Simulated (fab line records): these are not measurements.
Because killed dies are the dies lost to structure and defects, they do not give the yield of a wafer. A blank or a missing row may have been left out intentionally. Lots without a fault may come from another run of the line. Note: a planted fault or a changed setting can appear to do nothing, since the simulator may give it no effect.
The tool behind it: which one? | flow n5 finfet | 11 lots with 33 wafers sampled at 2 steps, on a route of 1938 steps

## WHAT THE GAUGES READ, wafer by wafer
N5_BEOL_M13_INSPECT_12: inspects for defects (macro).
lot  | measured     | on                | raw defect count
L409 | day 12 00:37 | defect inspect-02 | 1 0 5
L410 | day 12 16:41 | defect inspect-02 | 4 2 1
L412 | day 13 13:04 | defect inspect-02 | 2 0 1
L414 | day 14 04:01 | defect inspect-02 | 3 1 2
L422 | day 16 06:06 | defect inspect-01 | 2 5 4
L423 | day 16 09:17 | defect inspect-01 | 1 2 0
L425 | day 16 17:52 | defect inspect-02 | 2 3 1
L427 | day 17 00:29 | defect inspect-02 | 2 1 3
L431 | day 17 07:52 | defect inspect-01 | 2 3 3
L428 | day 17 19:17 | defect inspect-02 | 1 2 3
L429 | day 18 06:26 | defect inspect-02 | 3 2 6

## TOOL THAT RAN EACH LOT (tool first, then ch and the chambers of the sampled wafers, then the start)
lot  | N5_BEOL_M13_ILD_DEP_00
L409 | pecvd-02 ch 0,1,2, day 11 23:59
L410 | pecvd-03 ch 0,1,2, day 12 16:11
L412 | pecvd-01 ch 0,2, day 13 12:23
L414 | pecvd-01 ch 1,2, day 14 03:31
L422 | pecvd-01 ch 1,2, day 16 05:35
L423 | pecvd-03 ch 0,1,2, day 16 08:46
L425 | pecvd-01 ch 0,1, day 16 17:22
L427 | pecvd-03 ch 0,1, day 16 23:51
L431 | pecvd-01 ch 0,1,2, day 17 07:22
L428 | pecvd-02 ch 0,1,2, day 17 18:43
L429 | pecvd-03 ch 0,1,2, day 18 05:55
- N5_BEOL_M13_ILD_DEP_00: deposits SiOC from DEMS/O2, target thk 837.92 nm, time 166.4 s.

## THE ANSWER, worked out from the rows above alone
Rule: what is usual is taken from the lots themselves. The widest of any qualifying gaps counts: lots, ordered by their means at a reading, are off when they make up no more than a third of the lots, leave a main group of 4 or more, and stand apart from it by 3 or more times the standard deviation of that group's means. If all means in a main group match to the digits the tables above print for the reading, that group is not used. A lot without any number at a reading at which 4 lots or more have one is off too. Any other lot the step has rows for is counted as sound.
None of the lots is off at any reading shown; this tells nothing.

## WHAT WAS PUT IN BY THE SIMULATOR
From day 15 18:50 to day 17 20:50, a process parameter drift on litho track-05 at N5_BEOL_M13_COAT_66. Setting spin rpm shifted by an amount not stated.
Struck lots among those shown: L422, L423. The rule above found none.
